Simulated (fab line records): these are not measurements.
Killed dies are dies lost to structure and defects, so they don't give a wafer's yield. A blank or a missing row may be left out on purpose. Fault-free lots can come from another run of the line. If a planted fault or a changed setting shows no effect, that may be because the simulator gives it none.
Chamber matching	flow n5 finfet	ald sin-01 running N5_BEOL_M0_SAQP_SPACER2_ALD_26: 4 sister chambers
The step deposits SiO2, target thk 15 nm, pulse time 1 s, purge time 2 s. 4 wafers are shown with their chamber, then 7 later ones without.

## WAFERS, EACH WITH ITS CHAMBER
wafer	chamber	heater power w (W)
L084.2	3	502
L085.5	2	437
L089.1	0	497
L089.2	1	491

## WAFERS MISSING THEIR CHAMBER
wafer	heater power w (W)
L089.6	504
L090.1	438
L090.4	516
L090.5	511
L096.3	501
L096.5	502
L096.6	448

## CHAMBER TAKEN BY EACH
wafer	from the rows above	in truth
L089.6	can't be placed: 3 or 0 or 1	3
L090.1	2	2
L090.4	can't be placed: 3 or 0 or 1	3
L090.5	can't be placed: 3 or 0 or 1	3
L096.3	can't be placed: 3 or 0 or 1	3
L096.5	can't be placed: 3 or 0 or 1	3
L096.6	2	2
Placed correctly: 2 of 7. These rows do not allow placing 5 (true chamber among the candidates in 5). Number placed wrongly: 0.
How it was worked out, from the rows above alone: a wafer's distance from a chamber is the root of the sum, over the readings, of the square of ((its reading less the chamber's mean) divided by the reading's scatter). If the next closest chamber is less than 2 further off than the closest, the wafer can't be placed; otherwise it belongs to the closest. The mean given for a chamber averages the wafers shown for that chamber. The scatter: with one shown wafer a chamber, the root of the mean of the squares of how far each hidden wafer lies from its nearest shown one.
